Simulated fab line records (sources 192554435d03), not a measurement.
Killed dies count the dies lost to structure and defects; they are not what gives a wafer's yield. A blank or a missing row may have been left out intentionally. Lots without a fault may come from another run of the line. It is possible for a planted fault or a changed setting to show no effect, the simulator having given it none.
Which of the tools did it? -- flow n5Finfet -- Sampling: 11 lots, 31 wafers, 4 of 1938 route steps

WHAT THE GAUGES SHOWED, per wafer
N5_BEOL_M9_OVL_MEAS_12. Usual: for M9_OVL the level is 0.6 nm and the standard deviation is 0.81.
lot,measured,on,M9_OVL (nm),flag
L867,day 9 06:19,overlay-01,1.0 1.5 1.4,
L868,day 9 16:32,overlay-01,-0.7 0.0 -0.1,
L871,day 10 02:10,overlay-01,-0.5 -0.3 0.6,
L869,day 10 06:19,overlay-02,1.5 1.2 0.9,
L875,day 11 12:33,overlay-01,0.7 0.5 0.8,
L877,day 11 16:58,overlay-01,1.3 0.2 1.2,
L878,day 12 11:13,overlay-01,1.4 1.1 2.2,
L880,day 12 17:02,overlay-01,0.7 0.9 0.0,
L879,day 12 17:15,overlay-01,0.3 -0.2 0.2,
L881,day 12 21:28,overlay-02,0.4 0.7,
L883,day 13 15:34,overlay-02,0.9 0.6,

N5_BEOL_M9_CD_MEAS_28: target cd 70 nm. Usual: cdNm 70.0 nm, standard deviation 0.3.
lot,measured,on,cdNm (nm),flag
L867,day 9 08:17,cdSem-01,69.8 70.1 69.7,
L868,day 9 17:29,cdSem-02,70.3 70.0 70.0,
L871,day 10 04:02,cdSem-01,69.8 70.1 70.0,
L869,day 10 07:33,cdSem-02,70.1 70.4 70.3,
L875,day 11 13:41,cdSem-02,70.2 70.2 69.6,
L877,day 11 19:37,cdSem-02,69.9 69.7 69.5,
L878,day 12 12:07,cdSem-02,70.1 69.8 70.8,
L880,day 12 21:39,cdSem-02,70.3 70.3 70.1,
L879,day 12 22:07,cdSem-02,70.1 70.5 69.8,
L881,day 12 22:40,cdSem-02,69.6 71.9,
L883,day 13 21:00,cdSem-01,69.9 71.3,

N5_BEOL_M9_INSPECT_30: inspects for defects (brightfield). Usual: rawDefectCount 369, standard deviation 82.
lot,measured,on,rawDefectCount,flag
L867,day 9 08:22,defectInspect-01,349 281 285,
L868,day 9 17:35,defectInspect-02,506 428 568,
L871,day 10 04:07,defectInspect-01,309 369 499,
L869,day 10 07:38,defectInspect-01,302 315 287,
L875,day 11 13:46,defectInspect-01,383 383 320,
L877,day 11 19:42,defectInspect-01,313 393 305,
L878,day 12 12:12,defectInspect-02,381 368 361,
L880,day 12 21:44,defectInspect-02,376 528 366,
L879,day 12 22:13,defectInspect-01,305 408 533,
L881,day 12 22:46,defectInspect-02,264 290,
L883,day 13 21:05,defectInspect-01,344 404,

WHAT TOOL EACH LOT RAN ON (gives the tool, then ch and the chambers of the sampled wafers, and finally the start)
lot,N5_BEOL_M9_EXPOSE_25
L867,"euvScanner-02 ch 0, day 9 08:09"
L868,"euvScanner-01 ch 0, day 9 17:22"
L871,"euvScanner-01 ch 0, day 10 03:54"
L869,"euvScanner-02 ch 0, day 10 07:25"
L875,"euvScanner-02 ch 0, day 11 13:33"
L877,"euvScanner-02 ch 0, day 11 19:29"
L878,"euvScanner-02 ch 0, day 12 11:59"
L880,"euvScanner-02 ch 0, day 12 21:31"
L879,"euvScanner-02 ch 0, day 12 22:01"
L881,"euvScanner-02 ch 0, day 12 22:34"
L883,"euvScanner-02 ch 0, day 13 20:53"
- N5_BEOL_M9_EXPOSE_25: exposes mask V8.

WHAT THE TOOLS THEMSELVES READ (means of the sampled wafers that have a number; where no wafer has one, the mark that the record gives instead)
N5_BEOL_M9_EXPOSE_25. Usual: exposureDoseMJCm2 37.24, standard deviation 0.056.
lot,tool,exposureDoseMJCm2,flag
L867,euvScanner-02,37.26,
L868,euvScanner-01,37.18,
L871,euvScanner-01,37.15,
L869,euvScanner-02,37.26,
L875,euvScanner-02,37.25,
L877,euvScanner-02,37.29,
L878,euvScanner-02,37.33,
L880,euvScanner-02,37.28,
L879,euvScanner-02,37.28,
L881,euvScanner-02,37.24,
L883,euvScanner-02,37.27,

THE ANSWER, worked out from the rows above alone
Rule: take the mean of a lot's wafers that have a number; if it is more than 3 standard deviations from the usual mean, the lot is off. Also off: a lot with no number at a reading for which 4 or more lots have one. All remaining lots with rows at the step are treated as sound. The gauges are gone through in route order, then the tools' own readings, and for those a lot's mean is taken as printed above. At the first step where some lot is off, the reading lying furthest off is the one used; lots without a number count as furthest.
None of the lots is off at any reading shown; this tells nothing.

WHAT HAD BEEN PUT IN BY THE SIMULATOR
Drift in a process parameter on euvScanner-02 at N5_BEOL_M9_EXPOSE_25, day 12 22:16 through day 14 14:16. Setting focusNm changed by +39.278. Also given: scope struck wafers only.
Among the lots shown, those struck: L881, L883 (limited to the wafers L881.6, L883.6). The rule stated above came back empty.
